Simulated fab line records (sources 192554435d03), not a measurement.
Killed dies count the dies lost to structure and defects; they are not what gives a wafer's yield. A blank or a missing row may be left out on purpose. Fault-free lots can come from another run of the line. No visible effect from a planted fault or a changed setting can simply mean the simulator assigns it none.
A struck lot beside a sound one    flow n5Finfet    10 out of 1938 route steps
Sound: the wafers L171.1, L171.3, L171.5. Wafers struck: L183.1, L183.5, L183.6. The cause is named last.
At each step with rows: each side's tool, then ch and its chambers, then its first start. Under that, the readings that differ: sound wafers    struck wafers    difference of the means    sigmas: that difference in standard deviations of wafers without a fault.
alike: a reading whose means differ by less than 2 such deviations, as well as words and numbers matching on both sides. not compared: withheld readings; readings where some wafer has no value; bounds like >300 that might hide an equal value; numbers whose values overlap and for which the record gives no deviation.
Wherever a step has rows on one side only, a row that says differs or no value, or a row with sigmas, the two part there. Non-overlapping numbers with no deviation appear without sigmas and do not part them. A reading missing from all wafers of one side parts the sides only when that side holds two or more wafers.

N5_START_INSPECT_01: inspects for defects (unpatterned scan).
  struck on defectInspect-01, day 5 00:02; sound on defectInspect-02, day 2 00:02
  alike: rawDefectCount
then, 2 steps without rows for these wafers: N5_ZERO_LAYER_PRECLEAN_00 (cleans in SPM, time 600 s); N5_ZERO_LAYER_SRD_01 (time 30 s, dry time 30 s).
N5_ZERO_LAYER_PECVD_02: deposits SiO2 from SiH4/N2O, target thk 10 nm, time 6 s.
  sound on pecvd-02 ch 1,2, day 2 00:17; struck on pecvd-02 ch 1,2, day 5 00:28
  alike: heaterPowerW, showerheadPlenumPTorr
  not compared: sinceWetCleanH
then, 4 steps without rows for these wafers: N5_ZERO_LAYER_HMDS_04 (time 60 s); N5_ZERO_LAYER_COAT_05 (resist thk 1000 nm); N5_ZERO_LAYER_EBR_07; N5_ZERO_LAYER_SOFTBAKE_06 (time 90 s).
N5_ZERO_LAYER_EXPOSE_08: exposes mask ZERO, defocus 0 nm, target cd 2000 nm.
  struck on krfScanner-02, day 5 00:41; sound on krfScanner-02 ch 0, day 2 00:35
  no value came back on the struck wafers for exposureDoseMJCm2, focusOffsetNm (nm); on the sound wafers exposureDoseMJCm2 reads 16.163 16.200 16.167
  alike: mask
next, for these wafers, 1 step has no rows: N5_ZERO_LAYER_PEB_09.

== WHERE THEY PART ==
Within this record, at N5_ZERO_LAYER_EXPOSE_08 only.

WHY: the cause the simulator had injected
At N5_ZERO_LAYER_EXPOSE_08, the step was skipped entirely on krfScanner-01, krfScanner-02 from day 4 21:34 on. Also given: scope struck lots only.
